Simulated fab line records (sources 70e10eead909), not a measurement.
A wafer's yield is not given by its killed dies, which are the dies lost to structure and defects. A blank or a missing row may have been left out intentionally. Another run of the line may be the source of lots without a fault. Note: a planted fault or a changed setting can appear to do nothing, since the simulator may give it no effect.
Matching of chambers	flow nand_harc	NHARC_A_SGD_CUT_ETCHBACK_24 on rie_diel-08: 4 sister chambers
The step etches the open film in CH3F/O2, target depth 50 nm, time 92.857 s. 8 wafers are shown with their chamber, then 7 later ones without.

WAFERS WITH THEIR CHAMBER
wafer	chamber	drypump_motor_current_A (A)	rf_vpp_V (V)
L076.1	0	5.6	242.0
L077.4	2	5.3	243.3
L078.6	0	5.6	243.1
L082.1	2	5.3	245.1
L082.4	1	5.4	242.9
L082.5	3	6.3	247.5
L084.1	1	5.4	244.4
L084.2	3	6.4	247.1

WAFERS WHOSE CHAMBER IS MISSING
wafer	drypump_motor_current_A (A)	rf_vpp_V (V)
L084.6	5.4	243.7
L088.4	5.4	243.2
L088.5	5.4	244.2
L088.6	5.6	241.5
L090.2	6.3	246.8
L090.3	5.6	242.6
L090.6	5.4	243.5

CHAMBER TAKEN BY EACH
wafer	from the rows above	in truth
L084.6	1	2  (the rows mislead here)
L088.4	1	1
L088.5	1	1
L088.6	0	0
L090.2	3	3
L090.3	0	0
L090.6	1	1
Placed correctly: 6 of 7. Left unplaced by these rows: 0. Number placed wrongly: 1.
How it was worked out, from the rows above alone: a wafer's distance from a chamber is the root of the sum, over the readings, of the square of ((its reading less the chamber's mean) divided by the reading's scatter). The wafer belongs to the nearest chamber; if the next one is less than 2 further off, it can't be placed. The mean given for a chamber averages the wafers shown for that chamber. The scatter: the root of (the sum of the squares of (reading less its chamber's mean) over the shown wafers, divided by (wafers less chambers)).
